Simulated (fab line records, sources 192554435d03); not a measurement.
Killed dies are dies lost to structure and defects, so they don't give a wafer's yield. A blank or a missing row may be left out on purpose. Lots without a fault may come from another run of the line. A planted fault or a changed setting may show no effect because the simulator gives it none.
fab line records | flow n5_finfet
record lots=5 wafers=15 last_day=19
route steps=1938 shown MOL_CONTACT_COAG@546
lots that met no fault: from a run of the same line without faults
start_h: hours from the record's first day to the start of the lot's first wafer shown | wait_h: hours since the lot's step before | " the same as in the row above | L1.1+2: a row that stands for several wafers | - no value, or no start given | * or withheld: withheld | < > ~ a bound
route shown NAME@n: a module of which the file shows steps, and the number in the route of the first | usual: mean/standard deviation of fault-free wafers | same: alike in all rows | chamber/n: place in a boat | sites: the reading at each site | _std_site: their standard deviation | _edge_site: outer sites' mean less inner sites' | radius_mm: how far each site lies from the wafer's centre | mask NAME#n: copy n | behind: the tool/chamber that last shaped the wafer | hold: why the lot was held/for how many hours/how that ended | device: the transistor (n, p or np) that didn't switch | end of line: the same wafers' tests at the end of the route | a step without rows: its recipe alone | killed: dies lost to structure and defects at the first sort, not the wafer's yield | map: a wafer's dies, x killed, . not, _ none there
set.NAME: the setting as run; set.NAME@STEP: as run at that earlier step | model.NAME: the simulator's own value behind a step, which no gauge read
lots at some steps of the route; a table a step, a row a wafer
services: from which hour (start_h, from the record's first day; less than 0 if before it) a tool's chamber was out of use, for how many hours, and why
## steps
# step N5_MOL_CONTACT_COAG_PRE_CLEAN_141
# recipe gas=H2/He time_s=60 temp_c=300
# usual heater_power_w=466/45
# columns lot.wafer tool chamber start_h wait_h heater_power_w
L075.3 pvd_sputter-03 - 97.76 0.9 403
L075.4 " - " " 536
L075.6 " - " " 547
L082.3 pvd_sputter-02 - 140.18 0.2 457
L082.4 " - " " 431
L082.6 " - " " 461
L085.1 pvd_sputter-03 - 157.34 0.8 454
L085.2 " - " " 411
L085.6 " - " " 532
L093.2 pvd_sputter-01 - 225.14 0.5 481
L093.3 " - " " 479
L093.4 " - " " 395
L096.2 pvd_sputter-03 - 235.27 0.2 416
L096.4 " - " " 461
L096.6 " - " " 415
# step N5_MOL_CONTACT_COAG_SPUTTER_143
# recipe material=Co target_thk_a=25 temp_c=25 chamber_pressure_pa=0.2
# usual chamber_pressure_pa=0.2000/0.00039 throttle_valve_pct=30.5/1.2
# columns lot.wafer tool chamber start_h wait_h chamber_pressure_pa throttle_valve_pct
L075.3 pvd_sputter-03 - 97.82 0.0 0.1994 29.5
L075.4 " - " " 0.1998 32.7
L075.6 " - " " 0.1999 32.4
L082.3 pvd_sputter-02 - 140.24 0.0 0.2002 29.0
L082.4 " - " " 0.2000 29.4
L082.6 " - " " 0.1993 29.3
L085.1 pvd_sputter-03 - 157.40 0.0 0.2002 30.5
L085.2 " - " " 0.1995 30.9
L085.6 " - " " 0.1996 32.8
L093.2 pvd_sputter-01 - 225.20 0.0 0.2003 31.2
L093.3 " - " " 0.2006 30.0
L093.4 " - " " 0.1998 31.1
L096.2 pvd_sputter-03 - 235.33 0.0 0.1996 31.0
L096.4 " - " " 0.1996 30.2
L096.6 " - " " 0.1994 31.0
# step N5_MOL_CONTACT_COAG_CO_FILL_22
# recipe material=Co target_thk_a=200 temp_c=200 precursor=CCTBA/H2 pressure_torr=30
# usual heater_power_w=238/19
# columns lot.wafer tool chamber start_h wait_h heater_power_w
L075.3 cvd_co-01 2 97.94 0.1 217
L075.4 " 2 " " 218
L075.6 " 0 " " 219
L082.3 cvd_co-02 1 140.36 0.1 267
L082.4 " 0 " " 236
L082.6 " 2 " " 244
L085.1 cvd_co-02 1 157.52 0.1 277
L085.2 " 0 " " 240
L085.6 " 2 " " 249
L093.2 cvd_co-01 0 225.32 0.1 226
L093.3 " 2 " " 220
L093.4 " 1 " " 215
L096.2 cvd_co-02 1 235.45 0.1 274
L096.4 " 1 " " 267
L096.6 " 2 " " 242
# step N5_MOL_CONTACT_COAG_ANNEAL_113
# recipe temp_c=400 time_s=300 ambient=H2/N2
# usual lamp_power_pct=2.69/0.2 lamp_zone_4_pct=2.69/0.2 wafer_temp_C_max=403.0/0.71
# columns lot.wafer tool chamber start_h wait_h lamp_power_pct lamp_zone_4_pct wafer_temp_C_max
L075.3 rtp_anneal-02 0 98.85 0.6 2.95 2.95 402.7
L075.4 " 0 " " 2.96 2.95 403.2
L075.6 " 0 " " 2.95 2.95 402.1
L082.3 rtp_anneal-02 0 141.28 0.6 2.95 2.95 402.4
L082.4 " 0 " " 2.96 2.96 401.8
L082.6 " 0 " " 2.95 2.95 401.9
L085.1 rtp_anneal-01 0 158.14 0.3 2.53 2.53 402.7
L085.2 " 0 " " 2.53 2.53 404.2
L085.6 " 0 " " 2.53 2.53 402.9
L093.2 rtp_anneal-01 0 226.10 0.5 2.53 2.53 403.5
L093.3 " 0 " " 2.53 2.53 403.5
L093.4 " 0 " " 2.53 2.53 403.5
L096.2 rtp_anneal-02 0 236.25 0.5 2.95 2.95 402.9
L096.4 " 0 " " 2.95 2.96 401.6
L096.6 " 0 " " 2.95 2.95 402.4
# step N5_MOL_CONTACT_COAG_PRE_CLEAN_142
# recipe gas=H2/He time_s=60 temp_c=300
# usual heater_power_w=467/44
# columns lot.wafer tool chamber start_h wait_h heater_power_w
L075.3 pvd_sputter-02 - 101.44 2.4 529
L075.4 " - " " 447
L075.6 " - " " 508
L082.3 pvd_sputter-03 - 142.40 1.0 465
L082.4 " - " " 422
L082.6 " - " " 415
L085.1 pvd_sputter-02 - 161.18 2.9 450
L085.2 " - " " 447
L085.6 " - " " 499
L093.2 pvd_sputter-03 - 227.68 1.4 415
L093.3 " - " " 415
L093.4 " - " " 467
L096.2 pvd_sputter-03 - 237.28 0.9 537
L096.4 " - " " 466
L096.6 " - " " 418
# step N5_MOL_CONTACT_COAG_SPUTTER_130
# recipe material=Co target_thk_a=475 temp_c=25 chamber_pressure_pa=0.5 power_w=3000
# usual chamber_pressure_pa=0.5000/0.0011 throttle_valve_pct=30.3/1.1
# columns lot.wafer tool chamber start_h wait_h chamber_pressure_pa throttle_valve_pct
L075.3 pvd_sputter-02 - 101.50 0.0 0.5009 29.7
L075.4 " - " " 0.4984 29.4
L075.6 " - " " 0.4986 29.4
L082.3 pvd_sputter-03 - 142.46 0.0 0.5018 30.5
L082.4 " - " " 0.5008 29.4
L082.6 " - " " 0.5017 29.6
L085.1 pvd_sputter-02 - 161.24 0.0 0.5013 29.1
L085.2 " - " " 0.5002 29.4
L085.6 " - " " 0.4988 29.5
L093.2 pvd_sputter-03 - 227.74 0.0 0.4998 29.4
L093.3 " - " " 0.5008 31.1
L093.4 " - " " 0.5014 30.4
L096.2 pvd_sputter-03 - 237.34 0.0 0.5003 32.8
L096.4 " - " " 0.5020 30.4
L096.6 " - " " 0.5003 30.8
# step N5_MOL_CONTACT_COAG_PRECLEAN_125
# recipe chemistry=DIW time_s=57.5 temp_c=23
# columns lot.wafer tool chamber start_h wait_h
L075.3+4+6 wet_bench-01 2,6,7 101.63 0.1
L082.3+4+6 wet_bench-01 1,2,6 142.59 0.1
L085.1+2+6 wet_bench-02 0,7,6 161.37 0.1
L093.2+3+4 wet_bench-01 0,7,2 227.87 0.1
L096.2+4+6 wet_bench-01 5,3,2 237.47 0.1
# step N5_MOL_CONTACT_COAG_SRD_126
# recipe dry_time_s=32 dry=n2_spin spin_rpm=1500
# columns lot.wafer tool chamber start_h wait_h
L075.3+4+6 wet_bench-01 2,6,7 101.65 0.0
L082.3+4+6 wet_bench-01 1,2,6 142.61 0.0
L085.1+2+6 wet_bench-02 0,7,6 161.40 0.0
L093.2+3+4 wet_bench-01 0,7,2 227.89 0.0
L096.2+4+6 wet_bench-01 5,3,2 237.49 0.0
# step N5_MOL_CONTACT_COAG_CMP_23
# recipe stop_on=SiO2 t_overpolish_s=1.5 post_cmp_clean=cu_alkaline down_force_psi=2 platen_rpm=50.289 pad_velocity_m_s=1.0006 target_thk_nm=0
# usual motor_current_A=8.3/0.73 overpolish_run_s=1.500/0.0083 time_to_endpoint_s=9.1/2.3
# columns lot.wafer tool chamber start_h wait_h motor_current_A overpolish_run_s time_to_endpoint_s
L075.4 cmp-04 1 101.72 0.1 9.2 1.491 10.3
L075.3 " 3 " " 8.4 1.512 11.7
L075.6 " 0 " " 7.5 1.497 10.2
L082.4 cmp-02 1 142.64 0.0 7.1 1.504 5.6
L082.3 " 2 " " 8.6 1.488 8.3
L082.6 " 1 " " 6.9 1.492 4.1
L085.2 cmp-04 3 161.55 0.1 8.0 1.500 8.1
L085.1 " 1 " " 8.6 1.504 10.5
L085.6 " 0 " " 7.5 1.484 9.5
L093.3 cmp-02 3 227.92 0.0 7.4 1.505 11.2
L093.2 " 0 " " 8.2 1.490 6.5
L093.4 " 2 " " 8.4 1.508 8.4
L096.4 cmp-04 1 237.52 0.0 8.8 1.500 9.4
L096.2 " 3 " " 8.4 1.481 7.3
L096.6 " 1 " " 9.2 1.482 5.2
# step N5_MOL_CONTACT_COAG_WET_ETCH_26
# recipe target=Co target_depth_nm=13
# columns lot.wafer tool chamber start_h wait_h
L075.3+4+6 wet_bench-03 5,4,3 102.03 0.0
L082.3+4+6 wet_bench-03 0,1,4 142.99 0.0
L085.1+2+6 wet_bench-02 5,4,7 161.90 0.0
L093.2+3+4 wet_bench-01 3,0,2 228.27 0.0
L096.2+4+6 wet_bench-02 2,1,0 237.87 0.0
# step N5_MOL_CONTACT_COAG_WET_ETCH_116
# recipe chemistry=SC1-inhibited target_depth_nm=4.6 dry=ipa_marangoni rinse_time_s=30 rinse_temp_c=23
# columns lot.wafer tool chamber start_h wait_h
L075.3+4+6 wet_bench-03 5,4,3 102.18 0.0
L082.3+4+6 wet_bench-03 0,1,4 143.14 0.0
L085.1+2+6 wet_bench-02 5,4,7 162.20 0.0
L093.2+3+4 wet_bench-01 3,0,2 228.42 0.0
L096.2+4+6 wet_bench-02 2,1,0 238.02 0.0
# step N5_MOL_CONTACT_COAG_ALD_27
# recipe material=SiOC target_thk_a=170 temp_c=400 ald_precursor_family=carbosiloxane ald_co_reactant=H2-plasma pulse_time_s=1.5 time_s=2720 purge_time_s=2 co_reactant_purge_time_s=2 ald_cycles=340 pressure_torr=2
# usual heater_power_w=833/79 precursor_pulse_height_rel=1.001/0.018
# columns lot.wafer tool chamber start_h wait_h heater_power_w precursor_pulse_height_rel
L075.3 ald_sin-01 1 102.50 0.0 869 0.983
L075.4 " 2 " " 821 0.977
L075.6 " 2 " " 857 0.984
L082.3 ald_sin-04 0 143.46 0.0 720 1.007
L082.4 " 2 " " 1074 1.015
L082.6 " 2 " " 1073 1.013
L085.1 ald_sin-03 2 162.82 0.0 770 1.036
L085.2 " 1 " " 801 0.987
L085.6 " 3 " " 856 1.031
L093.2 ald_sin-04 2 228.75 0.0 1068 1.010
L093.3 " 3 " " 784 1.009
L093.4 " 0 " " 743 1.026
L096.2 ald_sin-04 0 238.41 0.1 739 1.008
L096.4 " 3 " " 808 0.980
L096.6 " 0 " " 716 1.016
# step N5_MOL_CONTACT_COAG_CMP_28
# recipe stop_on=SiNx t_overpolish_s=0.85 post_cmp_clean=alkaline_brush down_force_psi=4.15 platen_rpm=51.8 pad_velocity_m_s=1.0307 target_thk_nm=14.522
# usual motor_current_A=12.6/1.1 time_to_endpoint_s=4.2/1.7
# columns lot.wafer tool chamber start_h wait_h motor_current_A time_to_endpoint_s
L075.4 cmp-02 2 104.11 0.8 12.5 5.6
L075.3 " 0 " " 13.5 1.6
L075.6 " 1 " " 11.0 3.6
L082.3 cmp-04 3 145.23 1.0 13.0 4.3
L082.4 " 0 " " 12.0 2.4
L082.6 " 1 " " 13.1 1.9
L085.1 cmp-02 3 164.42 0.8 11.3 6.3
L085.2 " 0 " " 13.1 2.6
L085.6 " 3 " " 12.4 6.1
L093.3 cmp-02 2 230.99 1.5 13.5 7.1
L093.2 " 3 " " 12.0 5.4
L093.4 " 1 " " 11.4 2.1
L096.2 cmp-04 0 240.09 0.9 11.7 0.8
L096.4 " 3 " " 12.6 1.7
L096.6 " 1 " " 13.8 2.2
# step N5_MOL_CONTACT_COAG_THK_MEAS_29
# recipe reads=SiNx_of_GATE_CUT_PECVD_57+SiNx_of_GATE_CUT_SAC_CAP_01
# usual MD_CAP_THK=17.91/0.084
# columns lot.wafer tool chamber start_h wait_h MD_CAP_THK[nm]
L075.3 film_metro-02 - 104.37 - 17.99
L075.4 " - " " 18.00
L075.6 " - " " 17.99
L082.3 film_metro-02 - 145.45 - 17.93
L082.4 " - " " 17.87
L082.6 " - " " 17.97
L085.1 film_metro-02 - 164.68 - 18.09
L085.2 " - " " 17.89
L085.6 " - " " 17.93
L093.2 film_metro-01 - 231.29 - 17.96
L093.3 " - " " 17.98
L093.4 " - " " 17.79
L096.2 film_metro-02 - 240.38 - 17.84
L096.4 " - " " 17.72
L096.6 " - " " 17.92
# step N5_MOL_CONTACT_COAG_ALD_123
# recipe material=SiNx target_thk_a=50 temp_c=400 ald_precursor_family=SiH2I2 ald_co_reactant=N2/H2-plasma pulse_time_s=1 purge_time_s=2 co_reactant_purge_time_s=2 ald_cycles=100 pressure_torr=2
# usual heater_power_w=829/71 precursor_pulse_height_rel=1.001/0.021
# columns lot.wafer tool chamber start_h wait_h heater_power_w precursor_pulse_height_rel
L075.3 ald_sin-04 1 104.40 0.0 842 0.995
L075.4 " 2 " " 1040 1.025
L075.6 " 0 " " 709 1.027
L082.3 ald_sin-04 0 145.49 0.0 721 0.969
L082.4 " 3 " " 805 0.996
L082.6 " 1 " " 847 0.988
L085.1 ald_sin-01 2 164.71 0.0 845 0.989
L085.2 " 3 " " 853 0.987
L085.6 " 1 " " 854 1.023
L093.2 ald_sin-03 2 231.32 0.0 772 1.007
L093.3 " 3 " " 866 0.989
L093.4 " 0 " " 800 0.994
L096.2 ald_sin-03 1 240.42 0.0 781 1.009
L096.4 " 0 " " 785 1.045
L096.6 " 1 " " 776 0.989
# step N5_MOL_CONTACT_COAG_PECVD_31
# recipe material=SiO2 target_thk_a=460 temp_c=400 precursor=TEOS/O2 pressure_torr=6.5 rf_w=withheld teos_flow_sccm=withheld gas=O2 flow_sccm=2650 time_s=8.9
# columns lot.wafer tool chamber start_h wait_h
L075.3+4+6 pecvd-04 1,0,2 104.91 0.3
L082.3+4+6 pecvd-01 2,2,0 145.99 0.3
L085.1+2+6 pecvd-01 1,0,0 165.22 0.3
L093.2+3+4 pecvd-01 0,2,0 231.83 0.3
L096.2+4+6 pecvd-01 0,2,2 240.92 0.3
# step N5_MOL_CONTACT_COAG_COAT_75
# recipe resist=SOC temp_c=250 time_s=60 spin_rpm=1500 resist_thk_nm=60
# columns lot.wafer tool chamber start_h wait_h
L075.3+4+6 litho_track-04 0 104.96 0.0
L082.3+4+6 litho_track-01 0 146.05 0.0
L085.1+2+6 litho_track-01 0 165.28 0.0
L093.2+3+4 litho_track-05 0 231.90 0.1
L096.2+4+6 litho_track-05 0 241.00 0.1
# step N5_MOL_CONTACT_COAG_COAT_76
# recipe resist=SiARC temp_c=220 time_s=60 spin_rpm=1500 resist_thk_nm=10
# columns lot.wafer tool chamber start_h wait_h
L075.3+4+6 litho_track-04 0 - -
L082.3+4+6 litho_track-01 0 - -
L085.1+2+6 litho_track-01 0 - -
L093.2+3+4 litho_track-05 0 - -
L096.2+4+6 litho_track-05 0 - -
# step N5_MOL_CONTACT_COAG_COAT_77
# recipe resist=underlayer temp_c=205 time_s=60 spin_rpm=1500 resist_thk_nm=10
# columns lot.wafer tool chamber start_h wait_h
L075.3+4+6 litho_track-04 0 - -
L082.3+4+6 litho_track-01 0 - -
L085.1+2+6 litho_track-01 0 - -
L093.2+3+4 litho_track-05 0 - -
L096.2+4+6 litho_track-05 0 - -
# step N5_MOL_CONTACT_COAG_COAT_78
# recipe resist=CAR-EUV spin_rpm=1500 resist_thk_nm=40
# columns lot.wafer tool chamber start_h wait_h
L075.3+4+6 litho_track-04 0 - -
L082.3+4+6 litho_track-01 0 - -
L085.1+2+6 litho_track-01 0 - -
L093.2+3+4 litho_track-05 0 - -
L096.2+4+6 litho_track-05 0 - -
# step N5_MOL_CONTACT_COAG_EBR_80
# recipe solvent=PGMEA ebr_width_mm=1.5
# columns lot.wafer tool chamber start_h wait_h
L075.3+4+6 litho_track-04 0 - -
L082.3+4+6 litho_track-01 0 - -
L085.1+2+6 litho_track-01 0 - -
L093.2+3+4 litho_track-05 0 - -
L096.2+4+6 litho_track-05 0 - -
# step N5_MOL_CONTACT_COAG_SOFTBAKE_79
# recipe temp_c=110 time_s=60 resist=CAR-EUV
# columns lot.wafer tool chamber start_h wait_h
L075.3+4+6 litho_track-04 0 - -
L082.3+4+6 litho_track-01 0 - -
L085.1+2+6 litho_track-01 0 - -
L093.2+3+4 litho_track-05 0 - -
L096.2+4+6 litho_track-05 0 - -
# step N5_MOL_CONTACT_COAG_EXPOSE_81
# recipe mask_id=VG na=0.33 source_shape=annular sigma_inner=0.3 sigma_outer=0.7 polarization=unpolarized defocus_nm=0 dose_mj=59.5
# columns lot.wafer tool chamber start_h wait_h mask
L075.3+4+6 euv_scanner-02 0 105.24 - VG#0
L082.3+4+6 euv_scanner-01 0 146.20 - VG#0
L085.1+2+6 euv_scanner-01 0 165.41 - VG#0
L093.2+3+4 euv_scanner-02 0 232.17 - VG#0
L096.2+4+6 euv_scanner-01 0 241.14 - VG#0
# step N5_MOL_CONTACT_COAG_PEB_82
# recipe peb_temp_c=100 peb_time_s=60 resist=CAR-EUV
# columns lot.wafer tool chamber start_h wait_h
L075.3+4+6 litho_track-01 0 105.30 0.1
L082.3+4+6 litho_track-01 0 146.26 0.1
L085.1+2+6 litho_track-01 0 165.49 0.1
L093.2+3+4 litho_track-05 0 232.24 0.1
L096.2+4+6 litho_track-01 0 241.21 0.1
# step N5_MOL_CONTACT_COAG_DEVELOP_83
# recipe develop_time_s=30 developer=TMAH resist=CAR-EUV rinse_liquid=surfactant_rinse dry=air_spin dev_temp_c=23
# columns lot.wafer tool chamber start_h wait_h
L075.3+4+6 litho_track-01 0 - -
L082.3+4+6 litho_track-01 0 - -
L085.1+2+6 litho_track-01 0 - -
L093.2+3+4 litho_track-05 0 - -
L096.2+4+6 litho_track-01 0 - -
# step N5_MOL_CONTACT_COAG_CD_MEAS_84
# recipe target_cd_nm=25.1 landing_energy_ev=500 detector=se_inlens polarity=opening
# usual cd_nm=25.07/0.24
# columns lot.wafer tool chamber start_h wait_h cd_nm
L075.3 cd_sem-02 0 105.37 - 25.27
L075.4 " 0 " " 25.14
L075.6 " 0 " " 25.27
L082.3 cd_sem-02 0 146.33 - 25.34
L082.4 " 0 " " 24.97
L082.6 " 0 " " 25.12
L085.1 cd_sem-03 0 165.56 - 25.16
L085.2 " 0 " " 24.71
L085.6 " 0 " " 25.67
L093.2 cd_sem-02 0 232.30 - 25.27
L093.3 " 0 " " 25.31
L093.4 " 0 " " 25.02
L096.2 cd_sem-01 0 241.28 - 25.45
L096.4 " 0 " " 24.68
L096.6 " 0 " " 24.69
# step N5_MOL_CONTACT_COAG_OVL_MEAS_85
# recipe points_per_wafer=522
# usual VG_OVL=-0.1/0.69
# columns lot.wafer tool chamber start_h wait_h VG_OVL[nm]
L075.3 overlay-02 0 105.41 0.0 -0.2
L075.4 " 0 " " -0.1
L075.6 " 0 " " -0.5
L082.3 overlay-01 0 146.37 0.0 -0.1
L082.4 " 0 " " 0.2
L082.6 " 0 " " -0.2
L085.1 overlay-02 0 165.59 0.0 -1.0
L085.2 " 0 " " -0.1
L085.6 " 0 " " -0.9
L093.2 overlay-02 0 232.34 0.0 1.0
L093.3 " 0 " " 0.6
L093.4 " 0 " " 0.5
L096.2 overlay-01 0 241.31 0.0 0.1
L096.4 " 0 " " 0.0
L096.6 " 0 " " 0.8
# step N5_MOL_CONTACT_COAG_INSPECT_57
# recipe mode=adi inspect_instrument=brightfield
# usual raw_defect_count=193/51
# columns lot.wafer tool chamber start_h wait_h raw_defect_count
L075.3 defect_inspect-01 - 105.46 0.0 156
L075.4 " - " " 195
L075.6 " - " " 266
L082.3 defect_inspect-02 - 146.42 0.0 277
L082.4 " - " " 234
L082.6 " - " " 241
L085.1 defect_inspect-01 - 165.64 0.1 153
L085.2 " - " " 281
L085.6 " - " " 163
L093.2 defect_inspect-02 - 232.39 0.0 254
L093.3 " - " " 166
L093.4 " - " " 264
L096.2 defect_inspect-01 - 241.37 0.0 192
L096.4 " - " " 201
L096.6 " - " " 259
# step N5_MOL_CONTACT_COAG_DESCUM_88
# recipe chemistry=O2 time_s=7 source_power_w=50 bias_power_w=20 pressure_mtorr=20 rf_frequency_hz=2.712e+07 temp_c=40 resist=CAR-EUV o2_flow_sccm=225
# usual drypump_motor_current_A=5.6/0.48 oes_product_au=0.80/0.092 rf_vpp_V=243.6/1.4 showerhead_plenum_p_Torr=2.12/0.079 throttle_valve_pct=20.41/0.27
# columns lot.wafer tool chamber start_h wait_h drypump_motor_current_A oes_product_au rf_hours_counter_h rf_vpp_V showerhead_plenum_p_Torr throttle_valve_pct
L075.3 rie_diel-05 3 105.87 0.4 5.5 0.71 195 244.3 2.17 20.75
L075.4 " 3 " " 5.6 0.70 - 245.1 2.17 20.74
L075.6 " 0 " " 6.4 0.77 - 243.2 2.00 20.31
L082.3 rie_diel-05 1 146.45 0.0 5.1 0.70 238 244.0 2.17 20.88
L082.4 " 2 " " 5.2 0.97 6 245.3 2.22 19.92
L082.6 " 2 " " 5.2 0.97 - 246.0 2.22 19.93
L085.1 rie_diel-06 2 165.68 0.0 4.9 0.68 233 243.8 2.08 20.19
L085.2 " 1 " " 5.8 0.77 136 242.2 2.01 20.48
L085.6 " 0 " " 5.8 0.94 - 245.4 2.22 20.31
L093.2 rie_diel-06 1 232.43 0.0 5.8 0.75 158 241.9 2.01 20.51
L093.3 " 2 " " 5.0 1.02 0 243.1 2.07 19.89
L093.4 " 3 " " 6.0 0.76 142 245.2 2.21 20.74
L096.2 rie_diel-06 1 241.40 0.0 5.8 0.74 161 242.6 2.01 20.52
L096.4 " 2 " " 4.9 1.01 4 242.6 2.07 19.89
L096.6 " 0 " " 5.7 0.88 - 244.9 2.20 20.34
# step N5_MOL_CONTACT_COAG_ETCH_89
# recipe chemistry=N2/H2 target=underlayer target_depth_a=130 mask_material=CAR-EUV time_s=10.4 ion_energy_ev=200 pressure_mtorr=30 source_w=840 bias_w=150 n2_flow_sccm=200 h2_flow_sccm=200 ends=cleared
# usual drypump_motor_current_A=5.6/0.48 etch_rf_on_time_s=10.30/0.23 h2_flow_sccm=199.9/0.65 n2_flow_sccm=199.9/0.62 oes_product_au=0.68/0.076 rf_vpp_V=524.8/2.8 showerhead_plenum_p_Torr=2.58/0.097 throttle_valve_pct=17.80/0.23
# columns lot.wafer tool chamber start_h wait_h drypump_motor_current_A etch_rf_on_time_s h2_flow_sccm n2_flow_sccm oes_product_au rf_hours_counter_h rf_vpp_V showerhead_plenum_p_Torr throttle_valve_pct
L075.3 rie_diel-05 3 105.91 0.0 5.6 10.55 200.7 199.8 0.61 195 527.2 2.61 17.98
L075.4 " 3 " " 5.6 10.55 200.4 201.1 0.61 - 525.2 2.61 18.00
L075.6 " 0 " " 6.5 10.71 199.3 199.6 0.65 - 519.4 2.45 17.74
L082.3 rie_diel-05 1 146.48 0.0 5.1 10.40 200.5 199.6 0.60 238 527.1 2.60 18.09
L082.4 " 2 " " 5.2 10.22 199.6 200.4 0.83 6 526.3 2.69 17.19
L082.6 " 2 " " 5.2 10.36 199.7 199.7 0.82 - 528.6 2.69 17.19
L085.1 rie_diel-06 2 165.71 0.0 5.0 10.46 200.7 200.4 0.59 233 523.0 2.51 17.60
L085.2 " 1 " " 5.8 10.46 199.4 200.4 0.66 136 523.2 2.45 17.87
L085.6 " 0 " " 5.8 10.07 200.7 199.3 0.79 - 526.9 2.72 17.96
L093.2 rie_diel-06 1 232.46 0.0 5.8 10.51 199.9 200.0 0.64 158 520.4 2.44 17.89
L093.3 " 2 " " 5.0 10.07 199.4 199.1 0.89 0 523.6 2.50 17.23
L093.4 " 3 " " 6.0 10.31 200.0 200.1 0.65 142 526.9 2.66 17.93
L096.2 rie_diel-06 1 241.43 0.0 5.8 10.57 200.2 200.5 0.64 161 520.2 2.44 17.91
L096.4 " 2 " " 4.9 10.07 199.6 200.8 0.85 4 522.8 2.50 17.23
L096.6 " 0 " " 5.8 10.15 200.5 200.5 0.75 - 530.9 2.70 18.00
# step N5_MOL_CONTACT_COAG_ETCH_90
# recipe chemistry=CF4 target=SiARC target_depth_a=130 mask_material=CAR-EUV time_s=21.7 ion_energy_ev=80 pressure_mtorr=40 source_w=545 bias_w=36 Ar_flow_sccm=100 cf4_flow_sccm=100 ends=cleared
# usual drypump_motor_current_A=5.6/0.48 etch_rf_on_time_s=21.5/0.47 oes_product_au=0.68/0.077 rf_vpp_V=184.5/1.3 showerhead_plenum_p_Torr=2.17/0.077 throttle_valve_pct=15.60/0.23
# columns lot.wafer tool chamber start_h wait_h drypump_motor_current_A etch_rf_on_time_s oes_product_au rf_hours_counter_h rf_vpp_V showerhead_plenum_p_Torr throttle_valve_pct
L075.3 rie_diel-05 3 105.93 0.0 5.6 21.9 0.61 195 185.8 2.20 15.91
L075.4 " 3 " " 5.5 21.8 0.60 - 185.1 2.20 15.93
L075.6 " 0 " " 6.4 22.3 0.65 - 183.4 2.06 15.55
L082.3 rie_diel-05 1 146.50 0.0 5.2 21.6 0.59 238 184.9 2.20 15.99
L082.4 " 2 " " 5.2 21.2 0.83 6 185.2 2.27 15.18
L082.6 " 2 " " 5.2 21.2 0.84 - 186.2 2.27 15.20
L085.1 rie_diel-06 2 165.73 0.0 5.0 21.7 0.59 233 185.2 2.11 15.42
L085.2 " 1 " " 5.8 22.0 0.66 136 183.8 2.07 15.68
L085.6 " 0 " " 5.8 20.7 0.81 - 185.9 2.29 15.62
L093.2 rie_diel-06 1 232.48 0.0 5.8 22.0 0.64 158 182.8 2.06 15.71
L093.3 " 2 " " 4.9 21.2 0.88 0 183.9 2.11 14.96
L093.4 " 3 " " 6.0 21.3 0.66 142 185.5 2.23 15.72
L096.2 rie_diel-06 1 241.45 0.0 5.8 22.5 0.62 161 183.1 2.06 15.71
L096.4 " 2 " " 5.0 21.0 0.85 4 183.3 2.11 14.98
L096.6 " 0 " " 5.8 21.0 0.75 - 187.4 2.28 15.69
# step N5_MOL_CONTACT_COAG_ALD_131
# recipe material=SiO2 target_thk_a=50 temp_c=100 ald_precursor_family=BDEAS ald_co_reactant=O2-plasma pulse_time_s=1 co_reactant_pulse_time_s=1 purge_time_s=2 co_reactant_purge_time_s=2 ald_cycles=35 pressure_torr=2
# usual heater_power_w=77/8.1 precursor_pulse_height_rel=1.001/0.021
# same co_reactant_pulse_time_s=1
# columns lot.wafer tool chamber start_h wait_h heater_power_w precursor_pulse_height_rel
L075.3 ald_sin-03 0 106.01 0.1 72 0.986
L075.4 " 1 " " 73 1.007
L075.6 " 0 " " 73 1.020
L082.3 ald_sin-03 2 146.58 0.1 73 1.011
L082.4 " 0 " " 72 0.996
L082.6 " 0 " " 73 1.004
L085.1 ald_sin-01 2 165.81 0.1 77 0.981
L085.2 " 1 " " 80 0.998
L085.6 " 2 " " 78 1.024
L093.2 ald_sin-04 2 232.99 0.5 98 0.996
L093.3 " 0 " " 67 1.018
L093.4 " 1 " " 79 1.042
L096.2 ald_sin-03 0 241.53 0.1 71 0.980
L096.4 " 1 " " 74 0.963
L096.6 " 1 " " 73 1.003
# step N5_MOL_CONTACT_COAG_ETCHBACK_132
# recipe chemistry=CHF3 target=SiO2 target_depth_a=100 time_s=6.7 ion_energy_ev=200 pressure_mtorr=30 source_w=610 bias_w=170 Ar_flow_sccm=200 CHF3_flow_sccm=50
# usual drypump_motor_current_A=5.6/0.49 oes_f_703_au=0.80/0.086 oes_product_au=0.79/0.089 rf_vpp_V=530/12 showerhead_plenum_p_Torr=2.40/0.084 throttle_valve_pct=18.73/0.25
# columns lot.wafer tool chamber start_h wait_h drypump_motor_current_A oes_f_703_au oes_product_au rf_hours_counter_h rf_vpp_V showerhead_plenum_p_Torr throttle_valve_pct
L075.3 rie_diel-05 0 106.26 0.2 6.4 0.76 0.76 139 517 2.30 18.71
L075.4 " 3 " " 5.5 0.72 0.71 - 528 2.44 18.95
L075.6 " 1 " " 5.1 0.70 0.72 - 545 2.47 19.13
L082.3 rie_diel-06 0 146.82 0.2 5.8 0.95 0.94 17 507 2.54 18.72
L082.4 " 3 " " 6.0 0.81 0.79 110 519 2.49 18.80
L082.6 " 0 " " 5.8 0.95 0.92 - 508 2.54 18.74
L085.1 rie_diel-06 0 166.11 0.2 5.8 0.93 0.94 22 507 2.54 18.77
L085.2 " 2 " " 5.0 0.69 0.68 233 534 2.33 18.34
L085.6 " 3 " " 6.0 0.81 0.79 - 516 2.49 18.81
L093.2 rie_diel-05 1 233.17 0.1 5.1 0.91 0.94 16 544 2.45 18.84
L093.3 " 2 " " 5.2 0.94 0.91 26 521 2.51 18.29
L093.4 " 0 " " 6.5 0.72 0.72 186 517 2.28 18.79
L096.2 rie_diel-05 2 241.71 0.1 5.2 0.94 0.93 29 521 2.51 18.30
L096.4 " 2 " " 5.2 0.93 0.92 - 521 2.51 18.29
L096.6 " 0 " " 6.4 0.72 0.72 - 517 2.28 18.78
## services
# columns tool chamber start_h hours kind
rie_diel-05 2 89.97 4.8 repair
euv_scanner-01 - 99.77 0.8 repair
cvd_co-02 0 102.01 5.2 repair
ald_sin-03 0 108.21 10.9 repair
ald_sin-04 - 111.52 0.6 repair
euv_scanner-01 - 115.48 1.0 pm
ald_sin-04 1 117.69 4.4 repair
cmp-04 - 121.77 4.0 pm
euv_scanner-01 - 123.16 1.0 repair
rie_diel-05 0 147.50 7.9 repair
cmp-04 - 152.37 1.0 repair
ald_sin-01 2 154.61 3.5 repair
ald_sin-03 3 157.48 4.7 repair
euv_scanner-01 - 171.63 1.0 pm
ald_sin-01 - 176.75 14.0 pm
euv_scanner-01 - 179.16 4.6 pm
ald_sin-04 1 184.90 24.7 repair
cmp-02 - 185.74 1.9 repair
rie_diel-05 2 186.93 18.4 repair
pvd_sputter-02 - 189.66 6.6 repair
rie_diel-06 1 194.90 14.0 repair
wet_bench-02 - 224.31 1.4 repair
pecvd-01 1 231.76 22.7 repair
cmp-02 - 240.69 4.6 pm
## key
fault none
